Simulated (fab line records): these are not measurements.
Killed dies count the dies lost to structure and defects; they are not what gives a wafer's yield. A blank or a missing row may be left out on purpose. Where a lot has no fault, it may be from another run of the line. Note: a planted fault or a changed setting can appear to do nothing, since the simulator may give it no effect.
fab line records | flow n5Finfet
record lots=10 | wafers=29 | lastDay=18
route steps=1938 shown BEOL_M0_SAQP@676 BEOL_M4@1111
lots that met no fault: from a run of the same line without faults
startH: start of the lot's first displayed wafer, in hours after the record's first day | waitH: hours elapsed since this lot's preceding step | " the same as in the row above | L1.1+2: several wafers, shown together as one row | - no value, or no start was given | * or withheld: withheld | < > ~ a bound
route shown NAME@n: a module of which the file shows steps, and the number in the route of the first | usual: mean and standard deviation over wafers with no fault | same: alike in all rows | chamber/n: place in a boat | sites: readings site by site | _std_site: their standard deviation | _edge_site: the outer-site mean with the inner-site mean subtracted | radiusMm: for every site, how far away it sits from the centre of the wafer | mask NAME#n: copy n | behind: tool/chamber where the wafer was last shaped | hold: reason for holding the lot/hours on hold/outcome of the hold | device: whichever transistor did not switch (one of n, p or np) | end of line: at the end of the route, the tests of the same wafers | a step with no rows: only its recipe | killed: count of dies lost to structure and defects at first sort (not the wafer's yield) | map: per-die view of a wafer (x killed, . not killed, _ where there is no die)
set.NAME: the setting as run; set.NAME@STEP: as run at that earlier step | model.NAME: the simulator's own value behind a step, which no gauge read
steps of the route over a sample of lots; a table a step, a row a wafer
services: from which hour (startH, from the record's first day; less than 0 if before it) a tool's chamber was out of use, for how many hours, and why
## steps
# step N5_BEOL_M0_SAQP_SPACER2_ALD_26
# recipe material=SiO2 | targetThkA=150 | tempC=300 | aldPrecursorFamily=BDEAS | aldCoReactant=O2-plasma | pulseTimeS=1 | purgeTimeS=2 | coReactantPurgeTimeS=2 | pressureTorr=2
# usual heaterPowerW=492/57 | precursorPulseHeightRel=0.999/0.02
lot.wafer | tool      | chamber | startH | waitH | heaterPowerW | precursorPulseHeightRel
L618.1    | aldSin-04 | 0       | 118.14 | 0.1   | 486          | 0.990
L618.2    | "         | 3       | "      | "     | 439          | 0.978
L618.3    | "         | 1       | "      | "     | 478          | 0.978
L619.3    | aldSin-03 | 0       | 122.90 | 0.1   | 523          | 1.023
L619.4    | "         | 3       | "      | "     | 489          | 1.006
L619.6    | "         | 2       | "      | "     | 494          | 0.989
L620.3    | aldSin-01 | 2       | 125.94 | 0.4   | 597          | 1.004
L620.4    | "         | 3       | "      | "     | 495          | 1.013
L620.6    | "         | 2       | "      | "     | 598          | 0.990
L623.3    | aldSin-01 | 3       | 140.20 | 0.1   | 503          | 0.990
L623.4    | "         | 2       | "      | "     | 581          | 0.999
L623.6    | "         | 1       | "      | "     | 490          | 0.975
L625.1    | aldSin-04 | 3       | 154.04 | 0.1   | 441          | 1.016
L625.2    | "         | 0       | "      | "     | 494          | 0.994
L625.5    | "         | 1       | "      | "     | 468          | 1.038
L629.2    | aldSin-01 | 0       | 185.56 | 0.1   | 411          | 1.005
L629.4    | "         | 1       | "      | "     | 484          | 1.000
L635.1    | aldSin-01 | 2       | 216.71 | 0.1   | 582          | 0.999
L635.3    | "         | 3       | "      | "     | 490          | 1.010
L635.4    | "         | 1       | "      | "     | 503          | 0.998
L638.4    | aldSin-01 | 2       | 233.74 | 0.1   | 602          | 0.987
L638.5    | "         | 2       | "      | "     | 583          | 1.038
L638.6    | "         | 1       | "      | "     | 473          | 0.986
L640.1    | aldSin-04 | 3       | 241.76 | 0.9   | 444          | 1.010
L640.2    | "         | 2       | "      | "     | 401          | 1.004
L640.4    | "         | 0       | "      | "     | 465          | 1.019
L641.4    | aldSin-01 | 3       | 251.28 | 0.3   | 484          | 1.002
L641.5    | "         | 2       | "      | "     | 588          | 0.989
L641.6    | "         | 0       | "      | "     | 405          | 0.981
# step N5_BEOL_M0_SAQP_OVL_MEAS_41
# recipe pointsPerWafer=522
# usual M0_CUT1_OVL=0.2/0.67
lot.wafer | tool       | chamber | startH | waitH | M0_CUT1_OVL[nm]
L618.1    | overlay-02 | 0       | 119.38 | 0.0   | 0.5
L618.2    | "          | 0       | "      | "     | 0.0
L618.3    | "          | 0       | "      | "     | 2.0
L619.3    | overlay-02 | 0       | 124.13 | 0.0   | 0.7
L619.4    | "          | 0       | "      | "     | 0.7
L619.6    | "          | 0       | "      | "     | 0.9
L620.3    | overlay-02 | 0       | 127.04 | 0.0   | 1.2
L620.4    | "          | 0       | "      | "     | 0.9
L620.6    | "          | 0       | "      | "     | 0.8
L623.3    | overlay-02 | 0       | 141.33 | 0.0   | 0.5
L623.4    | "          | 0       | "      | "     | 1.1
L623.6    | "          | 0       | "      | "     | 0.2
L625.1    | overlay-02 | 0       | 155.28 | 0.0   | -0.7
L625.2    | "          | 0       | "      | "     | 1.1
L625.5    | "          | 0       | "      | "     | -0.1
L629.2    | overlay-01 | 0       | 186.65 | 0.0   | 0.5
L629.4    | "          | 0       | "      | "     | -0.5
L635.1    | overlay-01 | 0       | 217.88 | 0.0   | 0.3
L635.3    | "          | 0       | "      | "     | 0.0
L635.4    | "          | 0       | "      | "     | 0.4
L638.4    | overlay-01 | 0       | 234.87 | 0.0   | -0.7
L638.5    | "          | 0       | "      | "     | -0.3
L638.6    | "          | 0       | "      | "     | -0.5
L640.1    | overlay-01 | 0       | 242.97 | 0.0   | -1.0
L640.2    | "          | 0       | "      | "     | 0.1
L640.4    | "          | 0       | "      | "     | 0.0
L641.4    | overlay-02 | 0       | 252.12 | 0.0   | -0.3
L641.5    | "          | 0       | "      | "     | 0.2
L641.6    | "          | 0       | "      | "     | 0.5
# step N5_BEOL_M0_SAQP_ALD_48
# recipe material=SiO2 | targetThkA=200 | tempC=100 | aldPrecursorFamily=BDEAS | aldCoReactant=O2-plasma | pulseTimeS=1 | coReactantPulseTimeS=1 | purgeTimeS=2 | coReactantPurgeTimeS=2 | aldCycles=139 | pressureTorr=2
# usual aldCycles=139/0 | heaterPowerW=81/7 | precursorPulseHeightRel=0.998/0.021
lot.wafer | tool      | chamber | startH | waitH | aldCycles | heaterPowerW | precursorPulseHeightRel
L618.1    | aldSin-04 | 0       | 119.76 | 0.0   | 139       | 80           | 0.989
L618.2    | "         | 1       | "      | "     | 139       | 77           | 0.995
L618.3    | "         | 3       | "      | "     | 139       | 72           | 0.950
L619.3    | aldSin-01 | 3       | 124.52 | 0.0   | 139       | 81           | 0.959
L619.4    | "         | 1       | "      | "     | 139       | 80           | 1.004
L619.6    | "         | 1       | "      | "     | 139       | 79           | 0.985
L620.3    | aldSin-01 | 0       | 127.40 | 0.0   | 139       | 68           | 0.990
L620.4    | "         | 1       | "      | "     | 139       | 80           | 0.999
L620.6    | "         | 0       | "      | "     | 139       | 67           | 1.003
L623.3    | aldSin-03 | 1       | 141.69 | 0.0   | 139       | 84           | 0.994
L623.4    | "         | 2       | "      | "     | 139       | 83           | 1.008
L623.6    | "         | 0       | "      | "     | 139       | 85           | 1.012
L625.1    | aldSin-01 | 2       | 156.39 | 0.8   | 139       | 96           | 0.976
L625.2    | "         | 3       | "      | "     | 139       | 83           | 1.041
L625.5    | "         | 3       | "      | "     | 139       | 82           | 0.975
L629.2    | aldSin-03 | 0       | 187.37 | 0.0   | 251       | 86           | 1.015
L629.4    | "         | 1       | "      | "     | 139       | 84           | 0.968
L635.1    | aldSin-04 | 2       | 218.26 | 0.0   | 139       | 65           | 1.021
L635.3    | "         | 0       | "      | "     | 139       | 77           | 1.014
L635.4    | "         | 1       | "      | "     | 139       | 78           | 0.997
L638.4    | aldSin-04 | 3       | 235.38 | 0.0   | 139       | 74           | 0.997
L638.5    | "         | 2       | "      | "     | 139       | 64           | 1.011
L638.6    | "         | 3       | "      | "     | 139       | 74           | 1.014
L640.1    | aldSin-03 | 2       | 243.35 | 0.0   | 139       | 84           | 0.995
L640.2    | "         | 3       | "      | "     | 139       | 83           | 0.972
L640.4    | "         | 0       | "      | "     | 139       | 88           | 0.998
L641.4    | aldSin-04 | 3       | 252.48 | 0.0   | 139       | 74           | 0.979
L641.5    | "         | 0       | "      | "     | 139       | 77           | 1.001
L641.6    | "         | 1       | "      | "     | 139       | 75           | 0.982
# step N5_BEOL_M0_SAQP_ETCH_49
# recipe chemistry=CF4/O2 | targetDepthA=370 | target=SiO2 | pressureMtorr=40 | sourceW=535 | biasW=49 | Ar_flow_sccm=100 | cf4FlowSccm=100 | O2_flow_sccm=10 | ionEnergyEv=100
# usual drypumpMotorCurrentA=5.7/0.38 | oes_ar_750_au=0.77/0.067 | oesProductAu=0.78/0.08 | rfVppV=240/4.5 | showerheadPlenumPTorr=2.21/0.078 | throttleValvePct=15.80/0.26
lot.wafer | tool       | chamber | startH | waitH | drypumpMotorCurrentA | oes_ar_750_au | oesProductAu | rfHoursCounterH | rfVppV | showerheadPlenumPTorr | throttleValvePct
L618.1    | rieDiel-01 | 0       | 120.31 | 0.3   | 5.2                  | 0.74          | 0.74         | 157             | 234    | 2.28                  | 15.88
L618.2    | "          | 2       | "      | "     | 6.1                  | 0.71          | 0.71         | 200             | 237    | 2.10                  | 15.96
L618.3    | "          | 3       | "      | "     | 6.2                  | 0.89          | 0.92         | 29              | 248    | 2.17                  | 15.59
L619.3    | rieDiel-03 | 1       | 125.05 | 0.3   | 6.0                  | 0.79          | 0.83         | 74              | 240    | 2.32                  | 15.43
L619.4    | "          | 0       | "      | "     | 5.2                  | 0.85          | 0.85         | 49              | 240    | 2.34                  | 15.47
L619.6    | "          | 1       | "      | "     | 5.9                  | 0.80          | 0.82         | -               | 240    | 2.32                  | 15.43
L620.3    | rieDiel-01 | 2       | 127.93 | 0.3   | 6.1                  | 0.71          | 0.70         | 202             | 236    | 2.10                  | 15.98
L620.4    | "          | 1       | "      | "     | 5.8                  | 0.74          | 0.73         | 179             | 242    | 2.20                  | 15.77
L620.6    | "          | 3       | "      | "     | 6.2                  | 0.90          | 0.92         | -               | 250    | 2.17                  | 15.60
L623.3    | rieDiel-03 | 0       | 142.22 | 0.3   | 5.2                  | 0.84          | 0.85         | 54              | 241    | 2.34                  | 15.46
L623.4    | "          | 3       | "      | "     | 5.9                  | 0.70          | 0.70         | -               | 242    | 2.27                  | 16.24
L623.6    | "          | 2       | "      | "     | 5.2                  | 0.75          | 0.76         | -               | 236    | 2.11                  | 15.49
L625.1    | rieDiel-01 | 3       | 156.91 | 0.3   | 6.2                  | 0.88          | 0.91         | 41              | 249    | 2.16                  | 15.61
L625.2    | "          | 0       | "      | "     | 5.2                  | 0.73          | 0.73         | 168             | 234    | 2.28                  | 15.88
L625.5    | "          | 1       | "      | "     | 5.8                  | 0.74          | 0.72         | -               | 241    | 2.20                  | 15.78
L629.2    | rieDiel-06 | 2       | 187.89 | 0.3   | 5.2                  | 0.72          | 0.71         | 210             | 238    | 2.20                  | 16.24
L629.4    | "          | 1       | "      | "     | 5.9                  | 0.86          | 0.88         | 44              | 241    | 2.23                  | 15.32
L635.1    | rieDiel-01 | 3       | 218.78 | 0.3   | 6.2                  | 0.85          | 0.88         | 58              | 249    | 2.16                  | 15.63
L635.3    | "          | 1       | "      | "     | 5.8                  | 0.73          | 0.71         | 205             | 241    | 2.19                  | 15.79
L635.4    | "          | 0       | "      | "     | 5.2                  | 0.71          | 0.71         | 185             | 234    | 2.27                  | 15.92
L638.4    | rieDiel-06 | 1       | 236.05 | 0.4   | 5.9                  | 0.84          | 0.85         | 56              | 243    | 2.23                  | 15.35
L638.5    | "          | 3       | "      | "     | 5.3                  | 0.82          | 0.81         | -               | 244    | 2.33                  | 15.92
L638.6    | "          | 2       | "      | "     | 5.2                  | 0.71          | 0.70         | -               | 238    | 2.20                  | 16.30
L640.1    | rieDiel-01 | 3       | 243.92 | 0.3   | 6.3                  | 0.85          | 0.87         | 66              | 251    | 2.16                  | 15.64
L640.2    | "          | 0       | "      | "     | 5.2                  | 0.71          | 0.71         | 193             | 236    | 2.27                  | 15.95
L640.4    | "          | 2       | "      | "     | 6.1                  | 0.69          | 0.69         | 238             | 237    | 2.09                  | 16.07
L641.4    | rieDiel-01 | 0       | 253.04 | 0.3   | 5.2                  | 0.71          | 0.70         | 196             | 233    | 2.27                  | 15.94
L641.5    | "          | 0       | "      | "     | 5.2                  | 0.71          | 0.70         | -               | 234    | 2.27                  | 15.92
L641.6    | "          | 1       | "      | "     | 5.8                  | 0.71          | 0.69         | -               | 241    | 2.19                  | 15.84
# step N5_BEOL_M4_RC_MEAS_101
# usual DIBL_N=36.9/1.7 | DIBL_P=36.7/2.1 | IOFF_N=0.17/0.032 | IOFF_P=0.22/0.036 | ION_N=674/12 | ION_P=461/7 | SS_N=71.7/0.6 | SS_P=73.4/0.67 | VT_N=249/3.1 | VT_P=-250/3.2
lot.wafer | tool      | chamber | startH | waitH | DIBL_N[mV/V] | DIBL_P[mV/V] | IOFF_N[nA/um] | IOFF_P[nA/um] | ION_N[uA/um] | ION_P[uA/um] | SS_N[mV/dec] | SS_P[mV/dec] | VT_N[mV] | VT_P[mV]
L618.1    | prober-01 | 0       | 169.52 | 0.0   | 35.5         | 35.5         | 0.14          | 0.18          | 657          | 448          | 71.7         | 72.8         | 253      | -254
L618.2    | "         | 0       | "      | "     | 36.4         | 36.6         | 0.15          | 0.20          | 674          | 464          | 71.3         | 73.2         | 254      | -251
L618.3    | "         | 0       | "      | "     | 35.7         | 34.9         | 0.14          | 0.18          | 666          | 456          | 70.9         | 73.1         | 250      | -251
L620.3    | prober-02 | 0       | 186.05 | 0.3   | 35.1         | 33.9         | 0.13          | 0.15          | 653          | 449          | 70.7         | 73.5         | 251      | -257
L620.4    | "         | 0       | "      | "     | 37.2         | 36.8         | 0.17          | 0.19          | 682          | 455          | 71.6         | 73.1         | 251      | -255
L620.6    | "         | 0       | "      | "     | 37.5         | 35.1         | 0.17          | 0.16          | 677          | 451          | 71.5         | 73.5         | 248      | -256
L619.3    | prober-02 | 0       | 192.31 | 0.3   | 37.7         | 37.5         | 0.18          | 0.22          | 674          | 463          | 71.6         | 73.8         | 250      | -249
L619.4    | "         | 0       | "      | "     | 36.5         | 35.6         | 0.16          | 0.19          | 666          | 456          | 71.3         | 73.2         | 250      | -252
L619.6    | "         | 0       | "      | "     | 36.5         | 36.0         | 0.16          | 0.19          | 676          | 453          | 71.7         | 73.5         | 250      | -252
L623.3    | prober-02 | 0       | 197.64 | 0.4   | 38.0         | 40.4         | 0.20          | 0.27          | 687          | 469          | 72.1         | 73.6         | 244      | -246
L623.4    | "         | 0       | "      | "     | 35.7         | 36.3         | 0.16          | 0.20          | 670          | 464          | 71.7         | 72.8         | 248      | -251
L623.6    | "         | 0       | "      | "     | 37.3         | 39.3         | 0.18          | 0.26          | 671          | 463          | 72.3         | 73.7         | 248      | -248
L625.1    | prober-01 | 0       | 200.16 | 0.0   | 36.3         | 36.9         | 0.17          | 0.23          | 685          | 471          | 71.0         | 73.6         | 245      | -246
L625.2    | "         | 0       | "      | "     | 35.7         | 35.5         | 0.14          | 0.21          | 662          | 460          | 71.5         | 73.7         | 250      | -250
L625.5    | "         | 0       | "      | "     | 37.0         | 37.6         | 0.17          | 0.25          | 676          | 467          | 71.1         | 72.9         | 248      | -246
L629.2    | prober-01 | 0       | 231.92 | 0.2   | 36.1         | 35.3         | 0.15          | 0.22          | 668          | 466          | 71.4         | 72.6         | 250      | -246
L629.4    | "         | 0       | "      | "     | 34.8         | 34.0         | 0.13          | 0.19          | 656          | 457          | 70.9         | 71.8         | 253      | -252
L635.1    | prober-02 | 0       | 270.93 | 0.0   | 38.5         | 38.0         | 0.19          | 0.24          | 676          | 466          | 71.9         | 73.7         | 248      | -249
L635.3    | "         | 0       | "      | "     | 35.0         | 34.8         | 0.13          | 0.20          | 654          | 458          | 71.2         | 72.8         | 252      | -252
L635.4    | "         | 0       | "      | "     | 32.8         | 32.0         | 0.11          | 0.16          | 660          | 455          | 70.6         | 72.6         | 253      | -255
L638.4    | prober-01 | 0       | 289.45 | 0.5   | 35.4         | 37.3         | 0.16          | 0.21          | 681          | 464          | 71.1         | 73.6         | 248      | -250
L638.5    | "         | 0       | "      | "     | 37.0         | 37.7         | 0.17          | 0.22          | 682          | 465          | 70.8         | 73.7         | 248      | -249
L638.6    | "         | 0       | "      | "     | 35.2         | 37.1         | 0.15          | 0.21          | 682          | 461          | 71.0         | 73.0         | 250      | -249
L640.1    | prober-02 | 0       | 295.20 | 0.0   | 37.5         | 38.7         | 0.20          | 0.28          | 681          | 473          | 72.4         | 74.4         | 244      | -247
L640.2    | "         | 0       | "      | "     | 38.9         | 40.3         | 0.23          | 0.30          | 696          | 471          | 72.0         | 74.2         | 245      | -243
L640.4    | "         | 0       | "      | "     | 35.0         | 35.1         | 0.14          | 0.22          | 660          | 468          | 71.2         | 73.2         | 251      | -249
L641.4    | prober-01 | 0       | 312.33 | 0.5   | 39.1         | 38.5         | 0.18          | 0.23          | 663          | 460          | 71.9         | 74.1         | 251      | -249
L641.5    | "         | 0       | "      | "     | 37.7         | 37.1         | 0.16          | 0.22          | 659          | 458          | 72.1         | 73.7         | 252      | -248
L641.6    | "         | 0       | "      | "     | 39.5         | 39.5         | 0.19          | 0.26          | 681          | 467          | 72.8         | 73.8         | 251      | -247
## services
tool       | chamber | startH | hours | kind
rieDiel-06 | 3       | 95.68  | 2.3   | repair
aldSin-03  | -       | 99.72  | 6.0   | pm
aldSin-01  | -       | 100.97 | 0.3   | repair
rieDiel-06 | 1       | 108.93 | 13.4  | repair
aldSin-04  | -       | 177.36 | 14.0  | pm
aldSin-04  | 0       | 177.36 | 14.0  | ventCycle
aldSin-04  | 1       | 177.36 | 14.0  | ventCycle
aldSin-04  | 2       | 177.36 | 14.0  | ventCycle
aldSin-04  | 3       | 177.36 | 14.0  | ventCycle
aldSin-01  | 0       | 191.01 | 13.1  | repair
rieDiel-06 | 0       | 191.26 | 3.2   | repair
aldSin-04  | 0       | 191.36 | -     | clean
aldSin-04  | 1       | 191.36 | -     | clean
aldSin-04  | 2       | 191.36 | -     | clean
aldSin-04  | 3       | 191.36 | -     | clean
rieDiel-03 | 0       | 195.40 | 6.6   | repair
aldSin-04  | -       | 203.79 | 6.0   | pm
rieDiel-06 | 1       | 206.40 | 12.2  | repair
rieDiel-06 | -       | 215.37 | 0.3   | repair
rieDiel-03 | 3       | 218.34 | 1.6   | repair
rieDiel-03 | -       | 218.39 | 7.2   | repair
rieDiel-03 | 3       | 231.56 | -     | clean
aldSin-01  | 1       | 238.70 | 24.6  | repair
rieDiel-06 | 3       | 248.87 | 4.0   | repair
## key
firstSign step=N5_BEOL_M0_SAQP_ALD_48 | reading=aldCycles | direction=up | sigmas=99+ | usual=* | struck=*
effect none on later readings
metAt N5_BEOL_M0_SAQP_ALD_48
struckLots L629
struckWafers L629.2
notActingAt N5_BEOL_M0_SAQP_SPACER2_ALD_26,N5_BEOL_M0_SAQP_OVL_MEAS_41,N5_BEOL_M0_SAQP_ETCH_49
onsetBetween 141.69 187.37
fault kind=processParameterDrift | tool=aldSin-03 | chamber=- | onsetH=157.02 | steps=N5_BEOL_M0_SAQP_ALD_48 | channel=aldCycles | offset=* | shape=step | endH=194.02 | scope=struckWafersOnly | actsIn=* | stated=*
